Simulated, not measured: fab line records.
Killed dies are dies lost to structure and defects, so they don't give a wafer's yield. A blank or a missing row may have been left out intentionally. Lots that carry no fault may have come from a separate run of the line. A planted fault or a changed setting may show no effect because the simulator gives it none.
fab line records	flow n5Finfet
[record] lots = 7	wafers = 21
route steps=1938 shown BEOL_M0_SAQP@643 BEOL_M0@726 BEOL_M2@857 BEOL_M3@980 BEOL_M4@1027
startH: hours from the record's first day to the start of the lot's first wafer shown	waitH: how many hours have passed since the lot's step before this one	" repeats the value in the row above	L1.1+2: a single row standing in for several wafers	- either no value or no given start	* or withheld: withheld	< > ~ a bound
route shown NAME@n: names a module that has steps shown in the file, with the first one's number in the route	usual: the fault-free wafers' mean and standard deviation	same: alike in all rows	chamber/n: place in a boat	sites: readings site by site	_std_site: standard deviation of those values	_edge_site: outer sites' mean less inner sites'	radiusMm: how far each site lies from the wafer's centre	mask NAME#n: copy n	behind: the last tool/chamber to shape the wafer	hold: why the lot was held/for how many hours/how that ended	device: which transistor (n, p or np) failed to switch	end of line: the tests these same wafers got at the end of their route	a step without rows: its recipe alone	killed: dies lost to structure and defects at the first sort, not the wafer's yield	map: dies across one wafer; x = killed, . = not, _ = none there
set.NAME: the setting as run; set.NAME@STEP: as run at that earlier step	model.NAME: the simulator's own value behind a step, which no gauge read
lots with deliberately changed settings; one table per step, one row per wafer
[[steps]]
[step N5_BEOL_M0_SAQP_COAT_08]
[recipe] resist = CAR-ArF	spinRpm = 1500	resistThkNm = 90
lot.wafer	tool	chamber	startH	waitH	set.spinRpm	model.CAR-ArF_of_BEOL_M0_SAQP_COAT_08.thkNm
L075.3+4	lithoTrack-04	0	-	-	1500	89.8
L075.6	"	0	"	"	1500	89.6
L081.2	lithoTrack-03	0	-	-	1500	90.2
L081.3+4	"	0	"	"	1572	88
L083.2	lithoTrack-03	0	-	-	1500	90
L083.3	"	0	"	"	1500	90.2
L083.5	"	0	"	"	1500	90.4
L087.1+5	lithoTrack-04	0	-	-	1500	90.2
L087.2	"	0	"	"	1500	90
L089.2	lithoTrack-01	0	-	-	1500	90.2
L089.3+4	"	0	"	"	1424	92.4
L091.3+5	lithoTrack-04	0	-	-	1556	88.8
L091.6	"	0	"	"	1500	90.2
L097.3	lithoTrack-01	0	-	-	1650	85.8
L097.4	"	0	"	"	1500	90
L097.5	"	0	"	"	1650	85.6
[step N5_BEOL_M0_SAQP_EBR_10]
[recipe] solvent = PGMEA	ebrWidthMm = 1.5
[step N5_BEOL_M0_SAQP_SOFTBAKE_09]
[recipe] tempC = 110	timeS = 60	resist = CAR-ArF
[step N5_BEOL_M0_SAQP_ETCH_101]
[recipe] chemistry = CH3F/O2	target = SiNx	maskMaterial = SiO2	targetDepthA = 299	timeS = 42.7	pressureMtorr = 30	sourceW = 395	biasW = 73	Ar_flow_sccm = 150	CH3F_flow_sccm = 30	O2_flow_sccm = 20	ionEnergyEv = 120
[step N5_BEOL_M0_SAQP_ETCH_102]
[recipe] chemistry = CF4	target = SiO2	targetDepthA = 40	ionEnergyEv = 350	timeS = 4.4	pressureMtorr = 10	icpW = 800	biasW = 400	cf4FlowSccm = 80
[step N5_BEOL_M0_SAQP_MANDREL_ETCH_103]
[recipe] chemistry = HBr/Cl2	target = a-Si	targetDepthA = 450	btTimeS = 10	stopOn = SiCN	maskMaterial = SiO2	overEtchFrac = 0.8	timeS = 27	pressureMtorr = 10	icpW = 800	biasW = 75	HBr_flow_sccm = 150	Cl2_flow_sccm = 80	ends = endPoint
lot.wafer	tool	chamber	startH	waitH	set.timeS@BEOL_M0_SAQP_PECVD_03	model.SiCN_of_BEOL_M0_SAQP_PECVD_03.thkNm
L075.3+4	rieSi-05	2,0	117.39	0.0	21.1	8.8
L075.6	"	2	"	"	21.1	9
L081.2	rieSi-05	1	150.80	0.0	21.1	9
L081.3	"	3	"	"	19.16	7.8
L081.4	"	0	"	"	19.16	8.2
L083.2	rieSi-02	3	171.67	0.0	21.1	8.8
L083.3+5	"	0,3	"	"	21.1	9
L087.1	rieSi-02	2	193.75	0.0	21.1	8.8
L087.2+5	"	0,3	"	"	21.1	9
L089.2+3+4	rieSi-02	3,2,0	202.58	0.0	21.1	8.8
L091.3+6	rieSi-06	2,3	213.11	0.0	21.1	8.8
L091.5	"	0	"	"	24.01	10.6
L097.3+5	rieSi-05	1,3	254.12	0.0	23.64	10.2
L097.4	"	3	"	"	21.1	9
[step N5_BEOL_M0_ETCH_109]
[recipe] chemistry = CH3F/O2	targetDepthA = 80	overetchA = 24	target = SiCN	timeS = 27.4	ionEnergyEv = 120	pressureMtorr = 30	sourceW = 395	biasW = 75	Ar_flow_sccm = 150	CH3F_flow_sccm = 30	O2_flow_sccm = 20
[usual] rfVppV = 297.9/1.8
lot.wafer	tool	chamber	startH	waitH	set.biasW	rfVppV
L075.3	rieDiel-06	3	123.09	0.0	65.8	276.0
L075.4	"	1	"	"	75	295.4
L075.6	"	0	"	"	75	296.2
L081.2	rieDiel-02	0	158.06	0.0	70.37	284.6
L081.3	"	3	"	"	75	296.4
L081.4	"	3	"	"	70.37	284.2
L083.2	rieDiel-05	2	178.01	0.3	70.97	289.5
L083.3	"	0	"	"	70.97	286.4
L083.5	"	0	"	"	70.97	286.1
L087.1	rieDiel-06	2	203.27	0.1	75	294.6
L087.2	"	1	"	"	75	299.3
L087.5	"	3	"	"	75	301.8
L089.2	rieDiel-06	1	210.53	0.1	75	298.9
L089.3	"	3	"	"	65.26	275.2
L089.4	"	2	"	"	65.26	270.6
L091.3	rieDiel-02	0	220.69	0.0	67.08	277.0
L091.5	"	0	"	"	75	297.6
L091.6	"	1	"	"	67.08	277.1
L097.3	rieDiel-06	2	261.07	0.1	75	295.8
L097.4	"	3	"	"	83.91	322.0
L097.5	"	2	"	"	83.91	316.2
[step N5_BEOL_M2_DESCUM_16]
[recipe] chemistry = O2	timeS = 7	sourcePowerW = 50	biasPowerW = 20	pressureMtorr = 20	rfFrequencyHz = 2.712e+07	tempC = 40	resist = CAR-EUV	o2FlowSccm = 225
lot.wafer	tool	chamber	startH	waitH	set.timeS	model.CAR-EUV_of_BEOL_M2_COAT_05.thkNm
L075.3+6	rieDiel-02	0,1	140.86	0.0	7	26.2
L075.4	"	2	"	"	7.414	26
L081.2	rieDiel-06	3	176.24	0.1	7	26
L081.3+4	"	0,3	"	"	8.318	25.4
L083.2	rieDiel-02	1	198.12	0.0	7	26
L083.3	"	2	"	"	7	26.2
L083.5	"	3	"	"	6.188	26.6
L087.1+2+5	rieDiel-05	0,3,2	218.40	0.0	7	26.2
L089.2+3+4	rieDiel-02	0,1,1	231.39	0.2	7	26
L091.3	rieDiel-06	1	238.26	0.2	7	26
L091.5+6	"	1,2	"	"	6.476	26.4
L097.3+4+5	rieDiel-02	2,3,1	274.89	0.0	5.523	26.8
[step N5_BEOL_M2_ETCH_70]
[recipe] chemistry = N2/H2	target = SOC	targetDepthA = 800	overetchA = 240	maskMaterial = SiARC	tempC = 40	timeS = 130	ionEnergyEv = 200	pressureMtorr = 30	sourceW = 840	biasW = 150	n2FlowSccm = 200	h2FlowSccm = 200
[usual] rfVppV = 524.9/2.7
lot.wafer	tool	chamber	startH	waitH	set.biasW	rfVppV	model.SiARC_of_BEOL_M2_COAT_68.thkNm
L075.3	rieDiel-02	1	143.62	0.0	150	529.1	5.8
L075.4	"	3	"	"	132.3	481.1	6.8
L075.6	"	2	"	"	150	528.3	5.8
L081.2	rieDiel-02	1	183.79	0.0	150	526.7	6
L081.3	"	3	"	"	150	521.0	6
L081.4	"	1	"	"	150	528.1	6
L083.2	rieDiel-06	1	201.49	0.0	150	530.3	5.6
L083.3	"	3	"	"	131.9	486.3	6.4
L083.5	"	1	"	"	131.9	486.5	6.6
L087.1	rieDiel-06	1	219.84	0.0	150	529.2	5.6
L087.2	"	0	"	"	150	523.7	6
L087.5	"	1	"	"	150	529.2	5.6
L089.2	rieDiel-05	1	238.67	0.0	142	506.6	6.2
L089.3	"	2	"	"	150	526.9	6
L089.4	"	0	"	"	150	523.0	5.8
L091.3	rieDiel-05	2	243.01	0.0	124.8	470.5	7.2
L091.5	"	0	"	"	124.8	464.4	7.2
L091.6	"	1	"	"	150	523.8	5.6
L097.3	rieDiel-06	3	279.99	0.0	173.9	578.6	4.4
L097.4	"	2	"	"	173.9	570.9	4.8
L097.5	"	1	"	"	150	527.3	5.6
[step N5_BEOL_M2_TRENCH_ETCH_37]
[recipe] chemistry = C4F6/O2	targetDepthA = 555.55	target = SiOC	timeS = 29.2	ionEnergyEv = 250	pressureMtorr = 30	sourceW = 355	biasW = 185	Ar_flow_sccm = 300	C4F6_flow_sccm = 10	O2_flow_sccm = 10
[usual] rfVppV = 671/7
lot.wafer	tool	chamber	startH	waitH	set.biasW	rfVppV
L075.3	rieDiel-02	1	-	-	173.6	638
L075.4	"	3	"	"	185	671
L075.6	"	2	"	"	185	679
L081.2	rieDiel-02	1	-	-	185	670
L081.3	"	3	"	"	185	670
L081.4	"	1	"	"	185	669
L083.2	rieDiel-06	1	-	-	170.3	633
L083.3	"	3	"	"	170.3	634
L083.5	"	1	"	"	185	676
L087.1	rieDiel-06	1	-	-	185	675
L087.2	"	0	"	"	185	656
L087.5	"	1	"	"	185	674
L089.2	rieDiel-05	1	-	-	208.9	753
L089.3	"	2	"	"	185	673
L089.4	"	0	"	"	208.9	729
L091.3	rieDiel-05	2	-	-	205.3	729
L091.5	"	0	"	"	185	662
L091.6	"	1	"	"	205.3	741
L097.3	rieDiel-06	3	-	-	208.7	744
L097.4	"	2	"	"	185	664
L097.5	"	1	"	"	185	674
[step N5_BEOL_M3_TRENCH_ETCH_37]
[recipe] chemistry = C4F6/O2	targetDepthA = 555.55	target = SiOC	timeS = 29.2	ionEnergyEv = 250	pressureMtorr = 30	sourceW = 355	biasW = 185	Ar_flow_sccm = 300	C4F6_flow_sccm = 10	O2_flow_sccm = 10
[usual] rfVppV = 665/7.2
lot.wafer	tool	chamber	startH	waitH	set.sourceW	rfVppV	model.etch.depthNm	model.BEOL_M3.featureDepthNm
L075.3	rieDiel-04	2	-	-	355	665	55.76	55.8
L075.4	"	3	"	"	355	657	55.67	55.6
L075.6	"	2	"	"	355	665	56.1	56.2
L081.2	rieDiel-04	2	-	-	355	665	55.05	55
L081.3	"	1	"	"	411.8	619	60.43	60.4
L081.4	"	1	"	"	355	670	56.79	56.8
L083.2	rieDiel-04	3	-	-	313.7	700	53.01	53
L083.3	"	1	"	"	355	668	56.98	57
L083.5	"	3	"	"	355	656	54.87	54.8
L087.1	rieDiel-03	0	-	-	355	656	55.94	56
L087.2	"	1	"	"	355	680	55.7	55.6
L087.5	"	0	"	"	355	658	55.95	56
L089.2	rieDiel-04	3	-	-	355	656	54.68	54.6
L089.3	"	1	"	"	355	669	56.32	56.4
L089.4	"	1	"	"	331.2	693	54.97	55
L091.3	rieDiel-01	0	-	-	355	656	57.04	57
L091.5	"	0	"	"	355	656	56.62	56.6
L091.6	"	3	"	"	355	676	56.38	56.4
L097.3	rieDiel-04	2	-	-	355	660	56.17	56.2
L097.4	"	1	"	"	302.1	728	52.79	52.8
L097.5	"	0	"	"	302.1	716	51.59	51.6
[step N5_BEOL_M3_ETCH_41]
[recipe] chemistry = CH3F/O2	target = SiCN	targetDepthA = 299	taperDeg = 2	timeS = 52.5	ionEnergyEv = 120	maskMaterial = TiN	pressureMtorr = 30	sourceW = 395	biasW = 75	Ar_flow_sccm = 150	CH3F_flow_sccm = 30	O2_flow_sccm = 20
[step N5_BEOL_M3_STRIP_97]
[recipe] chemistry = N2/H2	timeS = 10	powerW = 450	tempC = 40	pressureMtorr = 20	rfFrequencyHz = 6e+07	biasPowerW = 7	n2FlowSccm = 200	h2FlowSccm = 200
[step N5_BEOL_M3_OCD_MEAS_38]
[usual] trenchDepthNm = 55.9/0.88
lot.wafer	tool	chamber	startH	waitH	set.sourceW@BEOL_M3_TRENCH_ETCH_37	trenchDepthNm
L075.3	ocd-01	-	154.58	-	355	56.2
L075.4	"	-	"	"	355	55.9
L075.6	"	-	"	"	355	56.0
L081.2	ocd-02	-	195.13	-	355	55.5
L081.3	"	-	"	"	411.8	60.4
L081.4	"	-	"	"	355	56.4
L083.2	ocd-02	-	220.27	-	313.7	53.1
L083.3	"	-	"	"	355	57.1
L083.5	"	-	"	"	355	55.0
L087.1	ocd-02	-	233.21	-	355	56.2
L087.2	"	-	"	"	355	55.4
L087.5	"	-	"	"	355	55.8
L089.2	ocd-02	-	247.83	-	355	55.0
L089.3	"	-	"	"	355	56.5
L089.4	"	-	"	"	331.2	55.1
L091.3	ocd-02	-	261.18	-	355	57.1
L091.5	"	-	"	"	355	56.7
L091.6	"	-	"	"	355	56.4
L097.3	ocd-02	-	299.80	-	355	56.4
L097.4	"	-	"	"	302.1	52.8
L097.5	"	-	"	"	302.1	51.6
[step N5_BEOL_M4_COAT_73]
[recipe] resist = underlayer	tempC = 205	timeS = 60	spinRpm = 1500	resistThkNm = 5
lot.wafer	tool	chamber	startH	waitH	set.spinRpm
L075.3+4+6	lithoTrack-01	0	-	-	1623
L081.2+3+4	lithoTrack-01	0	-	-	1500
L083.2+3+5	lithoTrack-04	0	-	-	1500
L087.1+2+5	lithoTrack-01	0	-	-	1500
L089.2+3	lithoTrack-01	0	-	-	1500
L089.4	"	0	"	"	1546
L091.3	lithoTrack-04	0	-	-	1596
L091.5+6	"	0	"	"	1500
L097.3+5	lithoTrack-04	0	-	-	1591
L097.4	"	0	"	"	1500
[step N5_BEOL_M4_EXPOSE_08]
[recipe] maskId = M4	na = 0.33	sourceShape = dipole	sigmaInner = 0.369	sigmaOuter = 0.767	polarization = unpolarized	doseMj = 41.25
lot.wafer	tool	chamber	startH	waitH	mask	set.doseMj
L075.3+6	euvScanner-02	0	159.88	-	M4#0	41.25
L075.4	"	0	"	"	M4#0	38.25
L081.2+4	euvScanner-01	0	201.87	-	M4#0	40.31
L081.3	"	0	"	"	M4#0	41.25
L083.2+3+5	euvScanner-02	0	226.48	-	M4#0	41.25
L087.1+2+5	euvScanner-02	0	238.70	-	M4#0	41.25
L089.2	euvScanner-01	0	255.38	-	M4#0	44.14
L089.3+4	"	0	"	"	M4#0	41.25
L091.3	euvScanner-01	0	269.05	-	M4#0	41.25
L091.5+6	"	0	"	"	M4#0	39.58
L097.3+4	euvScanner-02	0	304.83	-	M4#0	41.25
L097.5	"	0	"	"	M4#0	42.36
[step N5_BEOL_M4_PEB_09]
[recipe] pebTempC = 100	pebTimeS = 60	resist = CAR-EUV
[step N5_BEOL_M4_DEVELOP_10]
[recipe] developTimeS = 30	developer = TMAH	resist = CAR-EUV	rinseLiquid = surfactantRinse	dry = airSpin	devTempC = 23
[step N5_BEOL_M4_CD_MEAS_11]
[recipe] targetCdNm = 16.79	landingEnergyEv = 500	detector = seInlens	polarity = opening
[usual] cdNm = 16.81/0.24
lot.wafer	tool	chamber	startH	waitH	set.doseMj@BEOL_M4_EXPOSE_08	cdNm
L075.3	cdSem-02	0	160.00	-	41.25	16.72
L075.4	"	0	"	"	38.25	15.29
L075.6	"	0	"	"	41.25	16.66
L081.2	cdSem-03	0	201.99	-	40.31	16.65
L081.3	"	0	"	"	41.25	16.62
L081.4	"	0	"	"	40.31	15.72
L083.2	cdSem-01	0	226.61	-	41.25	17.34
L083.3	"	0	"	"	41.25	16.78
L083.5	"	0	"	"	41.25	17.19
L087.1	cdSem-01	0	238.83	-	41.25	16.66
L087.2	"	0	"	"	41.25	16.88
L087.5	"	0	"	"	41.25	16.79
L089.2	cdSem-01	0	255.51	-	44.14	17.90
L089.3	"	0	"	"	41.25	16.77
L089.4	"	0	"	"	41.25	16.39
L091.3	cdSem-03	0	269.17	-	41.25	16.91
L091.5	"	0	"	"	39.58	16.28
L091.6	"	0	"	"	39.58	15.66
L097.3	cdSem-01	0	304.95	-	41.25	16.82
L097.4	"	0	"	"	41.25	16.80
L097.5	"	0	"	"	42.36	16.88
[step N5_BEOL_M4_DESCUM_16]
[recipe] chemistry = O2	timeS = 7	sourcePowerW = 50	biasPowerW = 20	pressureMtorr = 20	rfFrequencyHz = 2.712e+07	tempC = 40	resist = CAR-EUV	o2FlowSccm = 225
[step N5_BEOL_M4_ETCH_74]
[recipe] chemistry = N2/H2	target = underlayer	targetDepthA = 65	maskMaterial = CAR-EUV	timeS = 5.2	ionEnergyEv = 200	pressureMtorr = 30	sourceW = 840	biasW = 150	n2FlowSccm = 200	h2FlowSccm = 200	ends = cleared
lot.wafer	tool	chamber	startH	waitH	set.spinRpm@BEOL_M4_COAT_73	set.doseMj@BEOL_M4_EXPOSE_08	model.BEOL_M4.cdOffsetNm	model.etch.depthNm
L075.3	rieDiel-06	3	160.15	0.0	1623	41.25	0	4.814
L075.4	"	2	"	"	1623	38.25	-1.6	4.821
L075.6	"	0	"	"	1623	41.25	0	4.809
L081.2	rieDiel-02	1	202.15	0.0	1500	40.31	-0.4	5.005
L081.3	"	2	"	"	1500	41.25	-0.2	5.012
L081.4	"	3	"	"	1500	40.31	-0.8	5.019
L083.2	rieDiel-06	1	226.77	0.0	1500	41.25	0.4	5.036
L083.3	"	3	"	"	1500	41.25	0	5.043
L083.5	"	0	"	"	1500	41.25	0.2	5.033
L087.1	rieDiel-06	1	238.99	0.0	1500	41.25	0	4.988
L087.2	"	0	"	"	1500	41.25	0.2	5.007
L087.5	"	2	"	"	1500	41.25	-0.2	4.995
L089.2	rieDiel-02	1	255.66	0.0	1500	44.14	1.4	5.018
L089.3	"	3	"	"	1500	41.25	0	5.013
L089.4	"	0	"	"	1546	41.25	-0.2	4.942
L091.3	rieDiel-02	0	269.49	0.0	1596	41.25	-0.2	4.851
L091.5	"	1	"	"	1500	39.58	-0.8	5.019
L091.6	"	2	"	"	1500	39.58	-1	5.001
L097.3	rieDiel-02	2	305.10	0.0	1591	41.25	0	4.867
L097.4	"	3	"	"	1500	41.25	0	5.013
L097.5	"	3	"	"	1591	42.36	0.6	4.873
[step N5_BEOL_M4_ETCH_63]
[recipe] chemistry = CF4	target = SiARC	targetDepthA = 156	maskMaterial = CAR-EUV	timeS = 26	ionEnergyEv = 80	pressureMtorr = 40	sourceW = 545	biasW = 36	Ar_flow_sccm = 100	cf4FlowSccm = 100	ends = cleared
[step N5_BEOL_M4_ETCH_64]
[recipe] chemistry = N2/H2	target = SOC	targetDepthA = 750	overetchA = 225	maskMaterial = SiARC	tempC = 40	timeS = 121.9	ionEnergyEv = 200	pressureMtorr = 30	sourceW = 840	biasW = 150	n2FlowSccm = 200	h2FlowSccm = 200
lot.wafer	tool	chamber	startH	waitH	set.doseMj@BEOL_M4_EXPOSE_08	model.BEOL_M4.cdOffsetNm
L075.3	rieDiel-06	3	160.20	0.0	41.25	-0.2
L075.4	"	2	"	"	38.25	-1.8
L075.6	"	0	"	"	41.25	0
L081.2	rieDiel-02	1	202.19	0.0	40.31	-0.4
L081.3	"	2	"	"	41.25	-0.2
L081.4	"	3	"	"	40.31	-0.6
L083.2	rieDiel-06	1	226.81	0.0	41.25	0.4
L083.3	"	3	"	"	41.25	0
L083.5	"	0	"	"	41.25	0.2
L087.1+2	rieDiel-06	1,0	239.04	0.0	41.25	0
L087.5	"	2	"	"	41.25	-0.2
L089.2	rieDiel-02	1	255.71	0.0	44.14	1.2
L089.3	"	3	"	"	41.25	0.2
L089.4	"	0	"	"	41.25	0
L091.3	rieDiel-02	0	269.53	0.0	41.25	-0.2
L091.5	"	1	"	"	39.58	-1
L091.6	"	2	"	"	39.58	-1.4
L097.3+4	rieDiel-02	2,3	305.15	0.0	41.25	0
L097.5	"	3	"	"	42.36	0.6
[step N5_BEOL_M4_STRIP_65]
[recipe] chemistry = N2/H2	tempC = 40	n2FlowSccm = 200	h2FlowSccm = 200	rfFrequencyHz = 6e+07
[step N5_BEOL_M4_STRIP_75]
[recipe] chemistry = N2/H2	tempC = 40	n2FlowSccm = 200	h2FlowSccm = 200	rfFrequencyHz = 6e+07
[step N5_BEOL_M4_STRIP_66]
[recipe] chemistry = CF4	resist = SiARC	powerW = 300	biasPowerW = 75	pressureMtorr = 50	cf4FlowSccm = 150	rfFrequencyHz = 6e+07
[step N5_BEOL_M4_HM_OPEN_17]
[recipe] chemistry = Cl2/BCl3	targetDepthA = 200	overetchA = 60	target = TiN	maskMaterial = SOC	ionEnergyEv = 150	pressureMtorr = 10	icpW = 1000	biasW = 126	Cl2_flow_sccm = 53.25	bcl3FlowSccm = 21.75	Ar_flow_sccm = 25
lot.wafer	tool	chamber	startH	waitH	set.doseMj@BEOL_M4_EXPOSE_08	model.BEOL_M4.cdOffsetNm
L075.3	rieMetal-01	0	160.40	0.1	41.25	-0.2
L075.4	"	1	"	"	38.25	-1.8
L075.6	"	1	"	"	41.25	0
L081.2	rieMetal-01	0	202.37	0.0	40.31	-0.4
L081.3	"	1	"	"	41.25	-0.2
L081.4	"	0	"	"	40.31	-0.6
L083.2	rieMetal-02	1	226.98	0.0	41.25	0.4
L083.3	"	0	"	"	41.25	0
L083.5	"	0	"	"	41.25	0.2
L087.1	rieMetal-02	1	239.21	0.0	41.25	0
L087.2	"	0	"	"	41.25	0.2
L087.5	"	0	"	"	41.25	-0.2
L089.2	rieMetal-01	1	255.88	0.0	44.14	1.4
L089.3	"	0	"	"	41.25	0.2
L089.4	"	1	"	"	41.25	0
L091.3	rieMetal-02	0	269.73	0.1	41.25	0
L091.5	"	0	"	"	39.58	-0.8
L091.6	"	1	"	"	39.58	-1.4
L097.3+4	rieMetal-02	1,0	305.35	0.1	41.25	0
L097.5	"	0	"	"	42.36	0.6
[step N5_BEOL_M4_STRIP_19]
[recipe] chemistry = O2	powerW = 400	tempC = 40	pressureMtorr = 30	rfFrequencyHz = 6e+07	biasPowerW = 0	overashFraction = 0.2	o2FlowSccm = 225
[step N5_BEOL_M4_CD_MEAS_18]
[recipe] pitchNm = 36	targetCdNm = 18
[usual] cdNm = 18.00/0.3
lot.wafer	tool	chamber	startH	waitH	set.doseMj@BEOL_M4_EXPOSE_08	cdNm
L075.3	cdSem-03	-	160.76	0.1	41.25	17.87
L075.4	"	-	"	"	38.25	16.04
L075.6	"	-	"	"	41.25	17.86
L081.2	cdSem-01	-	202.55	0.1	40.31	17.72
L081.3	"	-	"	"	41.25	17.63
L081.4	"	-	"	"	40.31	17.69
L083.2	cdSem-03	-	227.17	0.1	41.25	18.41
L083.3	"	-	"	"	41.25	17.97
L083.5	"	-	"	"	41.25	17.84
L087.1	cdSem-01	-	239.42	0.0	41.25	17.91
L087.2	"	-	"	"	41.25	18.30
L087.5	"	-	"	"	41.25	17.61
L089.2	cdSem-03	-	256.46	0.1	44.14	19.32
L089.3	"	-	"	"	41.25	18.41
L089.4	"	-	"	"	41.25	17.77
L091.3	cdSem-01	-	269.99	0.1	41.25	18.06
L091.5	"	-	"	"	39.58	16.82
L091.6	"	-	"	"	39.58	16.59
L097.3	cdSem-02	-	305.59	0.1	41.25	17.89
L097.4	"	-	"	"	41.25	17.91
L097.5	"	-	"	"	42.36	18.53
[[key]]
[split] step = N5_BEOL_M0_SAQP_COAT_08	setting = spinRpm	stated = 1500	by = wafer
[response] step = N5_BEOL_M0_SAQP_COAT_08	reading = model.CAR-ArF_of_BEOL_M0_SAQP_COAT_08.thkNm	change = -0.43	per = 1%	r = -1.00
[split] step = N5_BEOL_M0_ETCH_109	setting = biasW	stated = 75	by = wafer
[response] step = N5_BEOL_M0_ETCH_109	reading = rfVppV	change = +1.88	per = 1%	r = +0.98
[split] step = N5_BEOL_M2_DESCUM_16	setting = timeS	stated = 7	by = wafer
[response] step = N5_BEOL_M2_DESCUM_16	reading = model.CAR-EUV_of_BEOL_M2_COAT_05.thkNm	change = -0.0367	per = 1%	r = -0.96
[split] step = N5_BEOL_M2_ETCH_70	setting = biasW	stated = 150	by = wafer
[response] step = N5_BEOL_M2_ETCH_70	reading = rfVppV	change = +3.4	per = 1%	r = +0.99
[response] step = N5_BEOL_M2_ETCH_70	reading = model.SiARC_of_BEOL_M2_COAT_68.thkNm	change = -0.079	per = 1%	r = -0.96
[split] step = N5_BEOL_M2_TRENCH_ETCH_37	setting = biasW	stated = 185	by = wafer
[response] step = N5_BEOL_M2_TRENCH_ETCH_37	reading = rfVppV	change = +5.8	per = 1%	r = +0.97
[split] step = N5_BEOL_M3_TRENCH_ETCH_37	setting = sourceW	stated = 355	by = wafer
[response] step = N5_BEOL_M3_TRENCH_ETCH_37	reading = rfVppV	change = -3.54	per = 1%	r = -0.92
[response] step = N5_BEOL_M3_TRENCH_ETCH_37	reading = model.etch.depthNm	change = +0.257	per = 1%	r = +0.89
[response] step = N5_BEOL_M3_TRENCH_ETCH_37	reading = model.BEOL_M3.featureDepthNm	change = +0.256	per = 1%	r = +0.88
[response] step = N5_BEOL_M3_OCD_MEAS_38	reading = trenchDepthNm	change = +0.264	per = 1%	r = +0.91
[split] step = N5_BEOL_M4_COAT_73	setting = spinRpm	stated = 1500	by = wafer
[response] step = N5_BEOL_M4_ETCH_74	reading = model.etch.depthNm	change = -0.0242	per = 1%	r = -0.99
[split] step = N5_BEOL_M4_EXPOSE_08	setting = doseMj	stated = 41.25	by = wafer
[response] step = N5_BEOL_M4_CD_MEAS_11	reading = cdNm	change = +0.187	per = 1%	r = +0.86
[response] step = N5_BEOL_M4_ETCH_74	reading = model.BEOL_M4.cdOffsetNm	change = +0.21	per = 1%	r = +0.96
[response] step = N5_BEOL_M4_ETCH_64	reading = model.BEOL_M4.cdOffsetNm	change = +0.202	per = 1%	r = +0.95
[response] step = N5_BEOL_M4_HM_OPEN_17	reading = model.BEOL_M4.cdOffsetNm	change = +0.216	per = 1%	r = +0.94
[response] step = N5_BEOL_M4_CD_MEAS_18	reading = cdNm	change = +0.22	per = 1%	r = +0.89
split outsideThisFile step=N5_BEOL_M0_SAQP_PECVD_03 setting=timeS
// split outsideThisFile: this setting was split too, and the file shows its column; the key of that split is in another file
